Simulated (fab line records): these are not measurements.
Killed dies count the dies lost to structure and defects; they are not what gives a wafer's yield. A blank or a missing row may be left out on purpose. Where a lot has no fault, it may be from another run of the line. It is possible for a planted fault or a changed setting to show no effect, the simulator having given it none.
Chamber matching | flow n5-finfet | N5_MOL_CONTACT_COAG_CO_FILL_22 on cvd-co-02: 3 sister chambers
The step material Co, precursor CCTBA/H2, target thk 20 nm. 14 wafers are shown with their chamber, then 6 later ones without.

## EACH WAFER AND ITS CHAMBER
wafer  | chamber | heater-power-w (W)
L295.1 | 2       | 203
L295.2 | 0       | 223
L295.3 | 1       | 245
L297.3 | 2       | 206
L297.4 | 0       | 229
L297.5 | 2       | 202
L298.5 | 1       | 242
L298.6 | 2       | 200
L299.2 | 1       | 244
L299.4 | 2       | 208
L299.5 | 0       | 232
L301.2 | 0       | 236
L301.5 | 1       | 248
L304.3 | 1       | 245

SIGNATURES, as means of the wafers listed above
reading        | chamber 0 | chamber 1 | chamber 2 | scatter within a chamber
heater-power-w | 230.00    | 244.80    | 203.80    | 3.69
Rule: for each reading, subtract the chamber's mean from the wafer's reading, divide by that reading's scatter and square the result; add these up over the readings and take the root, which gives the wafer's distance from the chamber. The wafer belongs to the nearest chamber; if the next one is less than 2 further off, it can't be placed. The scatter: the root of (the sum of the squares of (reading less its chamber's mean) over the shown wafers, divided by (wafers less chambers)).

## WAFERS WHOSE CHAMBER IS MISSING
wafer  | heater-power-w (W)
L304.4 | 246
L307.3 | 251
L307.4 | 230
L317.1 | 246
L317.4 | 225
L317.6 | 198

## EACH ONE'S CHAMBER
wafer  | from the rows above | in truth
L304.4 | 1                   | 1
L307.3 | 1                   | 1
L307.4 | 0                   | 0
L317.1 | 1                   | 1
L317.4 | 0                   | 0
L317.6 | 2                   | 2
Correct placement for 6 of the 6. Number that these rows cannot place: 0. Placed wrongly: 0.
